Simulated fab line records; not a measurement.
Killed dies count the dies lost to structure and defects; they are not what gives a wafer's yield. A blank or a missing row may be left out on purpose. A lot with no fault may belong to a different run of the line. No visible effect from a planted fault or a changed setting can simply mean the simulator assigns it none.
Chamber matching | flow n5 finfet | 4 sister chambers for N5_FIN_SAQP_ALD_61 on ald sin-01
The step deposits SiO2, target thk 4 nm, pulse time 1 s, purge time 2 s. 18 wafers are shown with their chamber, then 9 later ones without.

## WAFERS WITH THEIR CHAMBER
wafer  | chamber | heater power w (W) | chamber pressure Torr (Torr) | precursor pulse height rel
L075.1 | 0       | 453                | 2.002                        | 1.005
L075.2 | 3       | 420                | 1.994                        | 1.043
L075.4 | 2       | 527                | 1.989                        | 0.968
L078.1 | 1       | 562                | 1.997                        | 0.992
L078.4 | 0       | 432                | 1.991                        | 0.986
L078.5 | 0       | 437                | 1.998                        | 0.990
L079.3 | 0       | 443                | 1.999                        | 1.000
L079.4 | 2       | 557                | 2.002                        | 1.012
L079.6 | 2       | 537                | 1.995                        | 0.999
L080.1 | 0       | 442                | 2.001                        | 1.031
L080.3 | 2       | 555                | 2.003                        | 1.035
L080.4 | 3       | 411                | 1.995                        | 0.991
L088.1 | 3       | 415                | 1.998                        | 0.975
L088.2 | 1       | 563                | 1.994                        | 0.997
L088.3 | 2       | 517                | 1.999                        | 0.991
L089.2 | 1       | 548                | 2.004                        | 0.985
L089.4 | 0       | 440                | 2.002                        | 1.042
L089.6 | 0       | 453                | 2.003                        | 0.995

SIGNATURES, as means of the wafers listed above
reading                    | chamber 0 | chamber 1 | chamber 2 | chamber 3 | scatter within a chamber
heater power w             | 442.86    | 557.67    | 538.60    | 415.33    | 11.2
chamber pressure Torr      | 1.99943   | 1.99833   | 1.99760   | 1.99567   | 0.00458
precursor pulse height rel | 1.00700   | 0.99133   | 1.00100   | 1.00300   | 0.0236
Rule: for a wafer and a chamber, the distance is found by dividing, reading by reading, the gap between the wafer's reading and the chamber's mean by the reading's scatter, squaring, summing and taking the root. The wafer belongs to the nearest chamber; if the next one is less than 2 further off, it can't be placed. How the scatter is found: for the shown wafers, subtract from each reading the mean of its chamber, square and add these, divide the total by (wafers less chambers), then take the root.

## WAFERS WITH NO CHAMBER GIVEN
wafer  | heater power w (W) | chamber pressure Torr (Torr) | precursor pulse height rel
L091.1 | 457                | 1.994                        | 0.985
L091.2 | 524                | 2.006                        | 0.998
L091.4 | 418                | 1.991                        | 0.986
L092.1 | 415                | 1.999                        | 1.038
L092.3 | 514                | 2.002                        | 1.002
L092.4 | 568                | 2.004                        | 0.953
L093.1 | 570                | 2.008                        | 1.031
L093.5 | 508                | 1.992                        | 0.998
L093.6 | 557                | 1.998                        | 0.976

## THE CHAMBER EACH PASSED THROUGH
wafer  | from the rows above     | in truth
L091.1 | can't be placed: 0 or 3 | 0
L091.2 | can't be placed: 2 or 1 | 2
L091.4 | can't be placed: 3 or 0 | 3
L092.1 | can't be placed: 3 or 0 | 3
L092.3 | can't be placed: 2 or 1 | 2
L092.4 | can't be placed: 1 or 2 | 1
L093.1 | can't be placed: 1 or 2 | 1
L093.5 | can't be placed: 2 or 1 | 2
L093.6 | can't be placed: 1 or 2 | 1
Correct placement for 0 of the 9. These rows do not allow placing 9 (true chamber among the candidates in 9). Placed wrongly: 0.
